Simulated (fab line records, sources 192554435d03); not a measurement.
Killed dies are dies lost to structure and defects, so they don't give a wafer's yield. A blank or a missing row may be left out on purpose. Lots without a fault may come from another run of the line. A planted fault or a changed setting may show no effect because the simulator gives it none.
Chamber matching | flow n5_finfet | N5_BEOL_M5_PRE_CLEAN_77 on cvd_co-02: 3 sister chambers
The step time 15 s. 3 wafers are shown with their chamber, then 12 later ones without.

WAFERS WITH THEIR CHAMBER
wafer  | chamber | heater_power_w (W)
L088.1 | 1       | 82
L088.2 | 2       | 72
L088.5 | 0       | 110

WAFERS WITHOUT THEIR CHAMBER
wafer  | heater_power_w (W)
L090.4 | 108
L090.5 | 72
L090.6 | 83
L094.2 | 113
L094.3 | 70
L094.4 | 111
L093.1 | 114
L093.4 | 110
L093.5 | 83
L097.2 | 71
L097.4 | 74
L097.5 | 75

WHICH CHAMBER EACH WENT THROUGH
wafer  | from the rows above     | in truth
L090.4 | 0                       | 0
L090.5 | 2                       | 2
L090.6 | 1                       | 1
L094.2 | 0                       | 0
L094.3 | 2                       | 2
L094.4 | 0                       | 0
L093.1 | 0                       | 0
L093.4 | 0                       | 0
L093.5 | 1                       | 1
L097.2 | 2                       | 2
L097.4 | 2                       | 2
L097.5 | can't be placed: 2 or 1 | 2
Placed correctly: 11 of 12. Can't be placed from these rows: 1 (the true chamber is among the candidates in 1). Placed wrongly: 0.
How it was worked out, from the rows above alone: a wafer's distance from a chamber is the root of the sum, over the readings, of the square of ((its reading less the chamber's mean) divided by the reading's scatter). The wafer belongs to the nearest chamber; if the next one is less than 2 further off, it can't be placed. A chamber's mean is the mean of its shown wafers. The scatter: with one shown wafer a chamber, the root of the mean of the squares of how far each hidden wafer lies from its nearest shown one.
